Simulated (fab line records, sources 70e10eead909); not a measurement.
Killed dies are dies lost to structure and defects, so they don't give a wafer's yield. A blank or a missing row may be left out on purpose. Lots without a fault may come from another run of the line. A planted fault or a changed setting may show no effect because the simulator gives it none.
A struck lot beside a sound one | flow nand_harc | 15 steps out of a route of 1159
Sound: wafers L405.1, L405.2, L405.3. Struck: wafer L418.5. (L418.2, L418.3 of the same lot were not struck and are left out.) The cause comes at the end.
At each step with rows: each side's tool, then ch and its chambers, then its first start. Under that, the readings that differ: sound wafers | struck wafers | difference of the means | sigmas: that difference in standard deviations of wafers without a fault.
alike: readings whose means differ by less than 2 such deviations, and words and numbers that are the same on both sides. not compared: withheld readings, readings that some wafer has no value for, bounds like >300 that may hide the same value, and numbers for which the record gives no deviation and whose values overlap.
The two part at a step that has a row with sigmas, a row that says differs or no value, or rows on one side only. Numbers that don't overlap but have no deviation are shown without sigmas and don't part them. A reading that every wafer of one side lacks parts them only if that side has two wafers or more.

first, 8 steps without rows for these wafers: NHARC_A_CHANNEL_HOLE_D1_COAT_36 (time 75 s); NHARC_A_CHANNEL_HOLE_D1_COAT_37 (time 65 s); NHARC_A_CHANNEL_HOLE_D1_COAT_04 (resist thk 90 nm); NHARC_A_CHANNEL_HOLE_D1_SOFTBAKE_05 (time 55 s); NHARC_A_CHANNEL_HOLE_D1_EBR_06; NHARC_A_CHANNEL_HOLE_D1_EXPOSE_07 (exposes mask HOLE D1, target cd 100 nm); NHARC_A_CHANNEL_HOLE_D1_PEB_08 (peb time 65 s); NHARC_A_CHANNEL_HOLE_D1_DEVELOP_09 (develop time 35 s).
NHARC_A_CHANNEL_HOLE_D1_CD_MEAS_10: target cd 100 nm.
  sound on cd_sem-02 ch 0, day 10 23:42; struck on cd_sem-01 ch 0, day 13 20:26
  alike: cd_nm
NHARC_A_CHANNEL_HOLE_D1_OVL_MEAS_11:
  sound on overlay-01, day 10 23:47; struck on overlay-02, day 13 20:31
  reading           | sound          | struck | difference | sigmas
  overlay_y_nm (nm) | -1.2 -1.3 -0.9 | 0.8    | +1.9       | +2
  alike: overlay_x_nm
NHARC_A_CHANNEL_HOLE_D1_INSPECT_12:
  sound on defect_inspect-01, day 10 23:50; struck on defect_inspect-01, day 13 20:33
  alike: raw_defect_count
NHARC_A_CHANNEL_HOLE_D1_DESCUM_15: chemistry O2, time 3 s.
  sound on rie_diel-13 ch 0,2,3, day 10 23:53; struck on rie_diel-13 ch 3, day 13 20:37
  alike: drypump_motor_current_A, o2_flow_sccm, oes_product_au, rf_vpp_V, showerhead_plenum_p_Torr, throttle_valve_pct
  not compared: rf_hours_counter_h
NHARC_A_CHANNEL_HOLE_D1_ETCH_38: etches the open film in CF4, target depth 39 nm, time 65 s.
  sound on rie_diel-13 ch 0,2,3, day 10 23:59; struck on rie_diel-13 ch 3, day 13 20:42
  reading               | sound             | struck | difference | sigmas
  oes_product_au (a.u.) | 0.992 1.010 1.026 | 0.867  | -0.142     | -11
  alike: bias_w, drypump_motor_current_A, rf_vpp_V, showerhead_plenum_p_Torr, throttle_valve_pct
  not compared: rf_hours_counter_h
NHARC_A_CHANNEL_HOLE_D1_ETCH_39: etches the open film in N2/H2, target depth 260 nm, time 325 s.
  sound on rie_diel-13 ch 0,2,3; struck on rie_diel-13 ch 2
  alike: bias_w, drypump_motor_current_A, oes_product_au, rf_vpp_V, showerhead_plenum_p_Torr, throttle_valve_pct
  not compared: rf_hours_counter_h
-- the record jumps here: 11 days lie between the struck wafers' starts before and after (it left off in module A_CHANNEL_HOLE_D1 and takes up again in module END, whose first step shown is number 1159 of the route) --
NHARC_END_SORT_01:
  the record has rows for the struck wafers here (prober-02 ch 0, day 24 20:48) and none for the sound ones

WHERE THEY PART
First at NHARC_A_CHANNEL_HOLE_D1_OVL_MEAS_11; last, within this record, at NHARC_END_SORT_01.

WHY: what the simulator had put in
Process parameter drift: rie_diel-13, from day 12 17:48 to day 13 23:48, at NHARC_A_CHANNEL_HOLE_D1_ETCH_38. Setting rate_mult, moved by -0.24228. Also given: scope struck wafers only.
